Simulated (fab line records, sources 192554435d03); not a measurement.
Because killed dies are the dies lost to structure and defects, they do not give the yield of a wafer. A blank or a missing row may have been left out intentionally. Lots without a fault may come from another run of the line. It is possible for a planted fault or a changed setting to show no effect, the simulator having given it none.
Chamber matching    flow n5 finfet    N5_BEOL_M2_ALD_98 on ald sin-01 has 4 sister chambers
The step deposits SiO2, target thk 2.5 nm, pulse time 1 s, co reactant pulse time 1 s. 8 wafers are shown with their chamber, then 8 later ones without.

## WAFERS PAIRED WITH THEIR CHAMBERS
wafer   chamber  heater power w (W)  precursor pulse height rel
L077.4  1        89                  1.018
L082.3  1        80                  0.982
L082.5  0        66                  1.036
L085.5  2        73                  0.979
L088.2  2        71                  0.975
L088.4  3        81                  0.981
L088.6  3        81                  0.974
L087.1  0        66                  1.008

## WAFERS WITH NO CHAMBER GIVEN
wafer   heater power w (W)  precursor pulse height rel
L087.4  72                  0.971
L087.5  72                  1.008
L089.2  79                  1.011
L089.4  66                  1.017
L089.6  82                  1.002
L093.2  79                  1.024
L093.4  82                  1.009
L093.5  81                  1.020

## WHICH CHAMBER EACH ONE RAN IN
wafer   from the rows above                in truth
L087.4  2                                  2
L087.5  can't be placed: 2 or 0 or 3 or 1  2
L089.2  can't be placed: 1 or 3 or 2       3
L089.4  0                                  0
L089.6  can't be placed: 1 or 3            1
L093.2  can't be placed: 1 or 3 or 2 or 0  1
L093.4  can't be placed: 1 or 3            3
L093.5  can't be placed: 1 or 3            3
2 of 8 placed correctly. Not placeable from these rows: 6 (in 6, the candidates include the true chamber). 0 placed wrongly.
How it was worked out, from the rows above alone: a wafer's distance from a chamber is the root of the sum, over the readings, of the square of ((its reading less the chamber's mean) divided by the reading's scatter). If the next closest chamber is less than 2 further off than the closest, the wafer can't be placed; otherwise it belongs to the closest. The mean given for a chamber averages the wafers shown for that chamber. The scatter: take each reading less its chamber's mean, square it, sum over the shown wafers, divide by the number of wafers less the number of chambers, and take the root.
